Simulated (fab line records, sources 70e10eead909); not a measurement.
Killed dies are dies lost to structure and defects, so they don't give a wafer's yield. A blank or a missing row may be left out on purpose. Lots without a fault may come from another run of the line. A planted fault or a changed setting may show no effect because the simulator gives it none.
fab line records | flow nand_harc
record lots=6 wafers=18 last_day=33
route steps=1302 shown P_M1@297 END@1302
lots that met no fault: from a run of the same line without faults
start_h: hours from the record's first day to the start of the lot's first wafer shown | wait_h: hours since the lot's step before | " the same as in the row above | L1.1+2: a row that stands for several wafers | - no value, or no start given | * or withheld: withheld | < > ~ a bound
route shown NAME@n: a module of which the file shows steps, and the number in the route of the first | usual: mean/standard deviation of fault-free wafers | same: alike in all rows | chamber/n: place in a boat | sites: the reading at each site | _std_site: their standard deviation | _edge_site: outer sites' mean less inner sites' | radius_mm: how far each site lies from the wafer's centre | mask NAME#n: copy n | behind: the tool/chamber that last shaped the wafer | hold: why the lot was held/for how many hours/how that ended | device: the transistor (n, p or np) that didn't switch | end of line: the same wafers' tests at the end of the route | a step without rows: its recipe alone | killed: dies lost to structure and defects at the first sort, not the wafer's yield | map: a wafer's dies, x killed, . not, _ none there
set.NAME: the setting as run; set.NAME@STEP: as run at that earlier step | model.NAME: the simulator's own value behind a step, which no gauge read
lots at some steps of the route; a table a step, a row a wafer
services: from which hour (start_h, from the record's first day; less than 0 if before it) a tool's chamber was out of use, for how many hours, and why
## steps
# step NHARC_P_M1_INSPECT_11
# usual raw_defect_count=4.1/2.7
# columns lot.wafer tool chamber start_h wait_h raw_defect_count
L165.4 defect_inspect-01 - 185.01 0.0 3
L165.5 " - " " 2
L165.6 " - " " 3
L172.3 defect_inspect-01 - 202.83 0.0 7
L172.5 " - " " 2
L172.6 " - " " 3
L173.3 defect_inspect-02 - 223.05 0.0 3
L173.4 " - " " 4
L173.5 " - " " 4
L180.2 defect_inspect-01 - 281.63 0.0 7
L180.4 " - " " 7
L180.5 " - " " 8
L182.1 defect_inspect-02 - 299.79 0.0 11
L182.5 " - " " 10
L182.6 " - " " 9
L186.2 defect_inspect-01 - 343.28 0.0 3
L186.4 " - " " 4
L186.6 " - " " 4
# step NHARC_P_M1_DESCUM_14
# recipe time_s=3 o2_flow_sccm=200 ar_flow_sccm=0 bias_power_w=0 chemistry=O2
# step NHARC_P_M1_ETCH_35
# recipe target_depth_a=400 overetch_a=120 time_s=43.94 ion_energy_ev=200 n2_flow_sccm=150 h2_flow_sccm=150 ar_flow_sccm=0 rf_w=400 bias_w=150 chemistry=N2/H2
# step NHARC_P_M1_ETCH_15
# recipe target_depth_a=1825 time_s=91.2 c4f8_flow_sccm=withheld ar_flow_sccm=400 rf_w=600 bias_w=300 chemistry=C4F8/Ar
# usual oes_product_au=0.956/0.022 rf_vpp_V=442.6/2.1
# columns lot.wafer tool chamber start_h wait_h oes_product_au rf_hours_counter_h rf_vpp_V
L165.4 rie_diel-01 1 - - 0.957 10 446.2
L165.6 " 3 " " 0.966 - 442.2
L165.5 " 0 " " 0.969 - 440.4
L172.3 rie_diel-05 2 - - 0.965 11 437.6
L172.6 " 3 " " 0.993 - 443.4
L172.5 " 0 " " 0.966 - 442.9
L173.4 rie_diel-01 3 - - 0.962 1 441.6
L173.3 " 1 " " 0.978 1 445.8
L173.5 " 3 " " 0.960 - 442.8
L180.4 rie_diel-01 2 - - 0.971 3 443.2
L180.2 " 3 " " 0.985 4 441.9
L180.5 " 1 " " 0.982 - 447.4
L182.1 rie_diel-09 2 - - 0.939 49 436.6
L182.6 " 1 " " 0.911 - 445.3
L182.5 " 2 " " 0.934 - 436.7
L186.2 rie_diel-01 3 - - 0.923 6 440.7
L186.4 " 1 " " 0.933 9 444.9
L186.6 " 0 " " 0.934 - 442.0
# step NHARC_P_M1_CD_MEAS_16
# usual cd_nm=130.5/0.87
# columns lot.wafer tool chamber start_h wait_h cd_nm
L165.4 cd_sem-02 - 185.39 - 131.7
L165.5 " - " " 130.1
L165.6 " - " " 129.9
L172.3 cd_sem-01 - 203.20 - 130.2
L172.5 " - " " 129.9
L172.6 " - " " 129.3
L173.3 cd_sem-02 - 223.42 - 129.4
L173.4 " - " " 131.3
L173.5 " - " " 130.1
L180.2 cd_sem-03 - 282.00 - 130.7
L180.4 " - " " 130.5
L180.5 " - " " 131.4
L182.1 cd_sem-01 - 300.64 - 129.0
L182.5 " - " " 128.9
L182.6 " - " " 129.3
L186.2 cd_sem-02 - 343.65 - 130.2
L186.4 " - " " 131.9
L186.6 " - " " 132.1
# step NHARC_P_M1_STRIP_18
# recipe power_w=1000 n2_flow_sccm=150 h2_flow_sccm=150 ar_flow_sccm=0 bias_w=0 chemistry=N2/H2
# usual drypump_motor_current_A=5.7/0.42 n2_flow_sccm=150.0/0.44 oes_product_au=1.004/0.011 rf_vpp_V=91.0/0.96 showerhead_plenum_p_Torr=2.10/0.076 throttle_valve_pct=14.172/0.0086
# columns lot.wafer tool chamber start_h wait_h drypump_motor_current_A n2_flow_sccm oes_product_au rf_hours_counter_h rf_vpp_V showerhead_plenum_p_Torr throttle_valve_pct
L165.4 rie_diel-01 2 185.53 0.1 5.6 149.6 1.013 12 91.2 2.14 14.192
L165.6 " 3 " " 6.0 150.1 1.019 - 91.4 2.07 14.177
L165.5 " 0 " " 5.2 149.9 1.011 - 89.8 2.05 14.163
L172.3 rie_diel-01 1 203.27 0.1 5.3 149.8 1.016 11 92.0 2.20 14.171
L172.5 " 1 " " 5.3 149.4 1.012 - 91.7 2.20 14.175
L172.6 " 2 " " 5.6 148.5 1.008 - 91.5 2.14 14.147
L173.3 rie_diel-05 1 223.49 0.1 5.7 150.4 0.996 13 91.4 2.15 14.184
L173.4 " 2 " " 6.3 150.2 1.004 13 90.5 1.97 14.161
L173.5 " 1 " " 5.7 150.4 0.990 - 91.8 2.15 14.165
L180.4 rie_diel-05 1 282.10 0.1 5.7 150.0 0.992 4 91.8 2.15 14.175
L180.2 " 2 " " 6.3 151.1 1.000 4 90.3 1.97 14.185
L180.5 " 0 " " 5.2 150.4 1.003 - 91.3 2.07 14.175
L182.1 rie_diel-05 1 300.79 0.1 5.7 150.2 0.986 7 90.8 2.15 14.184
L182.6 " 2 " " 6.3 149.1 1.011 - 90.6 1.97 14.177
L182.5 " 3 " " 6.1 150.0 1.005 - 91.3 2.12 14.165
L186.4 rie_diel-05 2 343.75 0.1 6.3 149.5 1.004 9 88.4 1.97 14.171
L186.2 " 0 " " 5.2 150.1 0.987 11 90.9 2.07 14.172
L186.6 " 2 " " 6.3 149.9 1.005 - 90.9 1.97 14.160
# step NHARC_P_M1_ETCH_28
# recipe target_depth_a=300 over_etch_frac=0.3 time_s=72.99 ion_energy_ev=150 cf4_flow_sccm=50 n2_flow_sccm=100 ar_flow_sccm=150 rf_w=300 bias_w=100 chemistry=CF4/N2
# usual drypump_motor_current_A=5.7/0.41 n2_flow_sccm=100.02/0.27 oes_product_au=1.003/0.011 rf_vpp_V=315.3/1.8 showerhead_plenum_p_Torr=2.70/0.088 throttle_valve_pct=19.794/0.0097
# columns lot.wafer tool chamber start_h wait_h drypump_motor_current_A n2_flow_sccm oes_product_au rf_hours_counter_h rf_vpp_V showerhead_plenum_p_Torr throttle_valve_pct
L165.4 rie_diel-01 3 - - 6.0 99.94 1.028 13 315.0 2.66 19.799
L165.5 " 1 " " 5.3 100.18 1.039 - 317.4 2.82 19.799
L165.6 " 2 " " 5.6 100.20 1.019 - 316.4 2.75 19.808
L172.3 rie_diel-01 3 - - 6.0 99.42 0.999 14 314.6 2.66 19.801
L172.6 " 2 " " 5.6 99.80 1.015 - 317.1 2.75 19.801
L172.5 " 3 " " 6.0 99.99 1.008 - 315.8 2.66 19.793
L173.3 rie_diel-05 0 - - 5.2 100.15 1.002 12 315.4 2.66 19.809
L173.4 " 2 " " 6.4 99.84 1.002 14 312.9 2.54 19.796
L173.5 " 1 " " 5.7 100.43 1.001 - 316.7 2.76 19.801
L180.2 rie_diel-05 1 - - 5.7 100.03 0.999 4 315.6 2.76 19.779
L180.4 " 3 " " 6.0 100.06 0.999 5 316.6 2.73 19.784
L180.5 " 2 " " 6.3 99.90 1.000 - 310.7 2.54 19.808
L182.1 rie_diel-05 1 - - 5.7 99.54 0.991 7 315.0 2.76 19.780
L182.5 " 0 " " 5.2 99.99 1.005 - 315.8 2.66 19.802
L182.6 " 1 " " 5.7 99.68 0.996 - 315.7 2.76 19.806
L186.2 rie_diel-05 1 - - 5.7 100.07 0.982 10 316.3 2.75 19.789
L186.4 " 2 " " 6.3 100.49 1.007 9 311.4 2.54 19.786
L186.6 " 2 " " 6.3 100.04 1.002 - 313.5 2.54 19.782
# step NHARC_P_M1_STRIP_19
# recipe time_s=600 temp_c=30 chemistry=post_etch_residue_remover
# step NHARC_P_M1_DEGAS_29
# recipe temp_c=250 time_s=60
# step NHARC_P_M1_PRE_CLEAN_30
# recipe time_s=30 temp_c=280 gas=H2/He
# usual heater_power_w=409/56
# columns lot.wafer tool chamber start_h wait_h heater_power_w
L165.4 pvd_sputter-03 - - - 457
L165.6 " - " " 405
L165.5 " - " " 445
L172.3 pvd_sputter-01 - - - 350
L172.5 " - " " 348
L172.6 " - " " 467
L173.3 pvd_sputter-01 - - - 353
L173.4 " - " " 469
L173.5 " - " " 455
L180.2 pvd_sputter-01 - - - 472
L180.4 " - " " 335
L180.5 " - " " 477
L182.1 pvd_sputter-03 - - - 444
L182.6 " - " " 357
L182.5 " - " " 411
L186.4 pvd_sputter-02 - - - 374
L186.2 " - " " 370
L186.6 " - " " 391
# step NHARC_P_M1_PVD_20
# recipe target_thk_a=50 bias_v=168.6 power_w=15000 chamber_pressure_pa=0.12 time_s=8.06 substrate_temp_c=50 material=TaN
# step NHARC_P_M1_PVD_21
# recipe target_thk_a=300 chamber_pressure_pa=5 power_w=5000 substrate_temp_c=30 time_s=20.49 material=Cu
# step NHARC_P_M1_ECD_22
# recipe target_thk_a=4000 bath_temp_c=25 material=Cu
# columns lot.wafer tool chamber start_h wait_h
L165.4+5+6 ecd_cu-01 0,1,0 186.62 -
L172.3+6+5 ecd_cu-01 0,1,0 204.42 -
L173.3+4+5 ecd_cu-01 1,0,1 224.60 -
L180.2+4+5 ecd_cu-01 0,1,1 283.15 -
L182.1+5+6 ecd_cu-01 0,1,0 301.81 -
L186.2+4+6 ecd_cu-01 0,1,0 344.79 -
# step NHARC_P_M1_ANNEAL_31
# recipe temp_c=225 time_s=90
# usual anneal_temp_c=225.03/0.18 wafer_temp_C_max=225.94/0.24
# columns lot.wafer tool chamber start_h wait_h anneal_temp_c wafer_temp_C_max
L165.4 rtp_anneal-02 0 187.01 0.3 224.99 226.45
L165.5 " 0 " " 225.19 225.46
L165.6 " 0 " " 225.16 225.35
L172.3 rtp_anneal-02 0 204.75 - 225.02 225.92
L172.5 " 0 " " 224.97 225.72
L172.6 " 0 " " 224.96 225.69
L173.3 rtp_anneal-01 0 224.98 - 225.13 225.98
L173.4 " 0 " " 224.98 225.93
L173.5 " 0 " " 225.01 226.10
L180.2 rtp_anneal-02 0 283.53 0.3 225.20 225.75
L180.4 " 0 " " 225.06 225.55
L180.5 " 0 " " 225.31 225.69
L182.1 rtp_anneal-02 0 302.14 0.3 225.00 225.93
L182.5 " 0 " " 225.22 225.99
L182.6 " 0 " " 225.37 225.84
L186.2 rtp_anneal-01 0 345.23 0.4 225.17 225.89
L186.4 " 0 " " 225.06 226.09
L186.6 " 0 " " 224.86 225.87
# step NHARC_P_M1_CMP_23
# recipe t_overpolish_s=20 target_thk_nm=157.82
# usual motor_current_A=12.0/1.8 time_to_endpoint_s=28.2/2.9
# columns lot.wafer tool chamber start_h wait_h motor_current_A time_to_endpoint_s
L165.4 cmp-04 1 187.28 - 10.8 26.3
L165.5 " 2 " " 10.6 28.2
L165.6 " 3 " " 10.5 26.7
L172.3 cmp-01 1 205.08 - 10.9 11.6
L172.6 " 2 " " 10.4 30.0
L172.5 " 3 " " 12.0 12.1
L173.3 cmp-01 1 225.22 - 11.0 27.4
L173.4 " 2 " " 10.7 18.9
L173.5 " 2 " " 10.7 34.0
L180.2 cmp-02 0 283.85 - 11.2 24.9
L180.4 " 2 " " 12.7 29.0
L180.5 " 0 " " 11.3 29.3
L182.1 cmp-02 2 302.51 - 12.9 29.0
L182.5 " 1 " " 12.5 27.3
L182.6 " 2 " " 12.9 29.0
L186.4 cmp-01 0 345.80 - 16.3 31.6
L186.2 " 1 " " 10.3 26.8
L186.6 " 1 " " 10.5 25.1
# step NHARC_P_M1_THK_MEAS_24
# recipe thk_meas_gauge=xrf
# usual thk_nm=157.6/1.6
# columns lot.wafer tool chamber start_h wait_h thk_nm
L165.4 film_metro-02 - 187.51 - 157.8
L165.5 " - " " 156.9
L165.6 " - " " 156.5
L172.3 film_metro-01 - 205.31 - 156.6
L172.5 " - " " 156.3
L172.6 " - " " 160.6
L173.3 film_metro-01 - 225.54 - 158.8
L173.4 " - " " 159.3
L173.5 " - " " 159.0
L180.2 film_metro-02 - 284.15 - 157.5
L180.4 " - " " 157.4
L180.5 " - " " 155.8
L182.1 film_metro-02 - 302.79 - 155.5
L182.5 " - " " 155.5
L182.6 " - " " 157.4
L186.2 film_metro-01 - 346.11 - 156.5
L186.4 " - " " 155.6
L186.6 " - " " 158.3
# step NHARC_END_SORT_01
# recipe temp_c=25
# usual defect_limited_yield=91/3.2 killed_at_array=55/22 killed_at_other=1.1/1.4 killed_at_periphery=4/3.2 killed_dies=59/22 killed_open=3.3/1.8 killed_short=2.5/1.5
# same gross_dies=677
# columns lot.wafer tool chamber start_h wait_h defect_limited_yield[%] killed_at_array killed_at_other killed_at_periphery killed_dies killed_open killed_short
L165.4 prober-01 0 640.54 3.4 86 87 2 3 92 2 1
L165.5 prober-01 0 641.34 3.7 87 85 1 0 86 4 3
L165.6 prober-01 0 642.14 4.0 90 65 2 2 69 6 4
L172.3 prober-01 0 655.34 3.1 88 78 2 3 83 2 4
L172.5 prober-01 0 656.92 3.6 89 67 3 2 72 2 3
L172.6 prober-01 0 657.70 3.9 93 42 2 3 47 3 2
L180.2 prober-02 0 705.81 2.8 96 23 1 5 29 1 1
L180.4 prober-02 0 707.39 3.4 96 18 0 10 28 4 3
L180.5 prober-02 0 708.19 3.7 94 29 0 12 41 8 3
L182.6 prober-02 0 724.57 4.0 91 44 1 13 58 4 3
L186.2 prober-02 0 777.38 2.8 96 22 0 2 24 2 3
L186.4 prober-02 0 778.96 3.4 96 27 1 2 30 6 2
L186.6 prober-02 0 780.55 4.0 97 19 0 1 20 0 1
# killed by level:class
L165.4 A_SLIT:chamber_film_flake=36 A_CHANNEL_HOLE_D2:chamber_film_flake=34 A_CHANNEL_HOLE_D1:chamber_film_flake=11 A_CONTACT:chamber_film_flake=2 THIN_TSV:chamber_film_flake=2 P_M0:geometric_particle:open=1 A_SGD_CUT:geometric_particle:short=1 A_BLC:geometric_particle:open=1
L165.5 A_CHANNEL_HOLE_D2:chamber_film_flake=35 A_SLIT:chamber_film_flake=27 A_CHANNEL_HOLE_D1:chamber_film_flake=4 A_STAIRCASE:chamber_film_flake=4 A_BLC:chamber_film_flake=4 A_ONON_D2:geometric_particle:open=2 A_WL_FILL:geometric_particle:short=2 A_CONTACT:chamber_film_flake=2
L165.6 A_SLIT:chamber_film_flake=28 A_CHANNEL_HOLE_D1:chamber_film_flake=11 A_CHANNEL_HOLE_D2:chamber_film_flake=11 A_ONON_D1:geometric_particle:open=2 A_STAIRCASE:chamber_film_flake=2 A_CONTACT:chamber_film_flake=2 A_BLC:chamber_film_flake=2 P_CONTACT:geometric_particle:short=1
L172.3 A_CHANNEL_HOLE_D1:chamber_film_flake=40 A_CHANNEL_HOLE_D2:chamber_film_flake=15 A_STAIRCASE:chamber_film_flake=8 A_SLIT:chamber_film_flake=2 P_STI:chamber_film_flake=2 A_CONTACT:chamber_film_flake=2 A_M1:chamber_film_flake=2 THIN_TSV:chamber_film_flake=2
L172.5 A_CHANNEL_HOLE_D1:chamber_film_flake=40 A_CHANNEL_HOLE_D2:chamber_film_flake=15 A_STAIRCASE:chamber_film_flake=5 THIN_TSV:chamber_film_flake=3 A_CHANNEL_FILL_D2:geometric_particle:short=2 P_CONTACT:geometric_particle:open=1 A_ONON_D2:geometric_particle:short=1 A_M0:geometric_particle:open=1
L172.6 A_CHANNEL_HOLE_D1:chamber_film_flake=14 A_CHANNEL_HOLE_D2:chamber_film_flake=13 A_STAIRCASE:chamber_film_flake=7 A_CONTACT:chamber_film_flake=2 THIN_TSV:chamber_film_flake=2 P_M0:geometric_particle:open=1 A_DECK1_JOINT:geometric_particle:short=1 A_ONON_D2:geometric_particle:open=1
L180.2 A_CHANNEL_HOLE_D1:chamber_film_flake=14 P_BONDPAD:chamber_film_flake=3 A_STAIRCASE:chamber_film_flake=3 A_SLIT:chamber_film_flake=2 A_ONON_D1:geometric_particle:short=1 A_CHANNEL_FILL_D1:geometric_particle:open=1 P_GATE:chamber_film_flake=1 P_M0:chamber_film_flake=1
L180.4 P_M0:chamber_film_flake=4 A_SLIT:chamber_film_flake=4 P_BONDPAD:chamber_film_flake=3 A_CHANNEL_HOLE_D1:chamber_film_flake=3 A_STAIRCASE:chamber_film_flake=3 A_SGD_CUT:chamber_film_flake=2 P_STI:geometric_particle:short=1 P_GATE:geometric_particle:open=1
L180.5 A_CHANNEL_HOLE_D1:chamber_film_flake=12 A_STAIRCASE:chamber_film_flake=4 A_CONTACT:chamber_film_flake=4 P_GATE:chamber_film_flake=3 P_BONDPAD:chamber_film_flake=3 P_GATE:geometric_particle:open=2 A_CHANNEL_FILL_D1:geometric_particle:open=2 P_M0:chamber_film_flake=2
L182.6 A_CHANNEL_HOLE_D1:chamber_film_flake=32 P_GATE:chamber_film_flake=4 P_CONTACT:chamber_film_flake=4 A_CONTACT:chamber_film_flake=4 P_M2:chamber_film_flake=3 A_SLIT:chamber_film_flake=2 P_M1:geometric_particle:open=1 A_ONON_D2:geometric_particle:open=1
L186.2 A_CONTACT:chamber_film_flake=8 A_SLIT:chamber_film_flake=7 P_M1:geometric_particle:open=1 A_CHANNEL_FILL_D2:geometric_particle:short=1 A_WL_FILL:geometric_particle:short=1 A_M0:geometric_particle:short=1 A_M0:geometric_particle:open=1 P_GATE:chamber_film_flake=1
L186.4 A_CONTACT:chamber_film_flake=10 A_SLIT:chamber_film_flake=4 A_M0:geometric_particle:open=3 A_STAIRCASE:chamber_film_flake=3 P_CONTACT:geometric_particle:open=1 A_ONON_D1:geometric_particle:short=1 A_CHANNEL_HOLE_D2:geometric_particle:short=1 A_CHANNEL_FILL_D2:geometric_particle:open=1
L186.6 A_SLIT:chamber_film_flake=8 A_CONTACT:chamber_film_flake=5 A_STAIRCASE:chamber_film_flake=3 A_WL_FILL:chamber_film_flake=2 A_SGD_CUT:geometric_particle:short=1 P_GATE:chamber_film_flake=1
## services
# columns tool chamber start_h hours kind
cmp-01 - 187.68 4.0 pm
rie_diel-01 - 203.80 9.0 pm
cmp-02 - 212.91 1.4 repair
pvd_sputter-01 - 214.85 2.3 repair
pvd_sputter-01 - 226.00 10.0 pm
pvd_sputter-03 - 227.63 10.0 pm
rie_diel-05 - 229.79 9.0 pm
cmp-01 - 234.88 0.9 repair
cmp-02 - 236.84 4.0 pm
cmp-01 - 266.81 0.5 repair
cmp-02 - 267.75 1.7 repair
cmp-02 - 273.36 2.5 repair
cmp-01 - 273.43 3.3 repair
cmp-01 - 279.71 1.9 repair
rie_diel-01 1 284.49 6.3 repair
cmp-01 - 285.68 4.0 pm
rie_diel-01 3 292.09 7.2 repair
pvd_sputter-03 - 306.90 2.4 repair
rie_diel-01 3 323.65 14.4 repair
cmp-02 - 324.76 1.5 repair
cmp-01 - 328.49 4.3 repair
cmp-01 - 333.04 0.4 repair
cmp-02 - 334.84 4.0 pm
ecd_cu-01 - 336.24 8.0 pm
## key
first_sign step=NHARC_P_M1_CMP_23 reading=time_to_endpoint_s direction=down sigmas=4.8 usual=* struck=*
effect none on later readings
met_at NHARC_P_M1_ECD_22
struck_wafers L172.3,L172.5,L173.4
onset_between 186.62 204.42
fault kind=process_parameter_drift tool=ecd_cu-01 chamber=0 onset_h=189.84 steps=NHARC_P_M1_ECD_22 channel=target_thk_a offset=* shape=step end_h=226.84 acts_in=* stated=*
